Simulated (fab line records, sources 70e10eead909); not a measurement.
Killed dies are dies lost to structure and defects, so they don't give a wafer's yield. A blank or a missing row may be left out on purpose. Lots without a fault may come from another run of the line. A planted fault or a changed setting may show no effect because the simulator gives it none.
Chamber matching | flow nand_harc | NHARC_A_SLIT_DESCUM_14 on rie_diel-01: 4 sister chambers
The step chemistry O2, time 3 s. 22 wafers are shown with their chamber, then 11 later ones without.

WAFERS WITH THEIR CHAMBER
wafer  | chamber | showerhead_plenum_p_Torr (Torr) | drypump_motor_current_A (A) | rf_vpp_V (V)
L074.2 | 0       | 1.99                            | 6.3                         | 58.2
L074.5 | 1       | 1.99                            | 6.1                         | 58.5
L074.6 | 0       | 1.99                            | 6.3                         | 58.5
L076.3 | 3       | 2.03                            | 6.1                         | 57.7
L076.4 | 0       | 1.99                            | 6.2                         | 57.5
L076.6 | 3       | 2.03                            | 6.1                         | 57.8
L080.3 | 3       | 2.03                            | 6.1                         | 58.0
L080.5 | 1       | 1.99                            | 6.1                         | 58.4
L080.6 | 0       | 1.99                            | 6.3                         | 58.1
L084.1 | 2       | 1.80                            | 5.4                         | 56.4
L084.3 | 1       | 1.98                            | 6.1                         | 58.3
L084.5 | 3       | 2.03                            | 6.0                         | 57.4
L088.1 | 2       | 1.80                            | 5.4                         | 56.6
L088.2 | 3       | 2.03                            | 6.1                         | 58.8
L088.5 | 3       | 2.03                            | 6.1                         | 58.5
L089.4 | 0       | 1.99                            | 6.3                         | 58.0
L089.5 | 1       | 1.98                            | 6.1                         | 56.9
L089.6 | 3       | 2.03                            | 6.1                         | 59.7
L091.1 | 2       | 1.80                            | 5.4                         | 57.2
L091.4 | 3       | 2.03                            | 6.1                         | 57.5
L091.5 | 2       | 1.80                            | 5.4                         | 57.9
L093.2 | 3       | 2.03                            | 6.1                         | 57.1

SIGNATURES (means of the wafers above)
reading                  | chamber 0 | chamber 1 | chamber 2 | chamber 3 | scatter within a chamber
showerhead_plenum_p_Torr | 1.9900    | 1.9850    | 1.8000    | 2.0300    | 0.00236
drypump_motor_current_A  | 6.280     | 6.100     | 5.400     | 6.089     | 0.0306
rf_vpp_V                 | 58.060    | 58.025    | 57.025    | 58.056    | 0.704
Rule: a wafer's distance from a chamber is the root of the sum, over the readings, of the square of ((its reading less the chamber's mean) divided by the reading's scatter). The wafer belongs to the nearest chamber; if the next one is less than 2 further off, it can't be placed. The scatter: the root of (the sum of the squares of (reading less its chamber's mean) over the shown wafers, divided by (wafers less chambers)).

WAFERS WITHOUT THEIR CHAMBER
wafer  | showerhead_plenum_p_Torr (Torr) | drypump_motor_current_A (A) | rf_vpp_V (V)
L093.3 | 1.80                            | 5.4                         | 57.4
L093.6 | 1.98                            | 6.1                         | 58.8
L094.4 | 1.98                            | 6.1                         | 58.0
L094.5 | 2.03                            | 6.1                         | 59.5
L094.6 | 1.98                            | 6.3                         | 58.7
L095.2 | 1.80                            | 5.4                         | 57.4
L095.3 | 1.98                            | 6.3                         | 59.4
L095.6 | 1.98                            | 6.1                         | 57.6
L097.3 | 1.80                            | 5.4                         | 56.1
L097.4 | 1.98                            | 6.3                         | 59.1
L097.6 | 2.03                            | 6.1                         | 58.5

WHICH CHAMBER EACH WENT THROUGH
wafer  | from the rows above | in truth
L093.3 | 2                   | 2
L093.6 | 1                   | 1
L094.4 | 1                   | 1
L094.5 | 3                   | 3
L094.6 | 0                   | 0
L095.2 | 2                   | 2
L095.3 | 0                   | 0
L095.6 | 1                   | 1
L097.3 | 2                   | 2
L097.4 | 0                   | 0
L097.6 | 3                   | 3
Placed correctly: 11 of 11. Can't be placed from these rows: 0. Placed wrongly: 0.
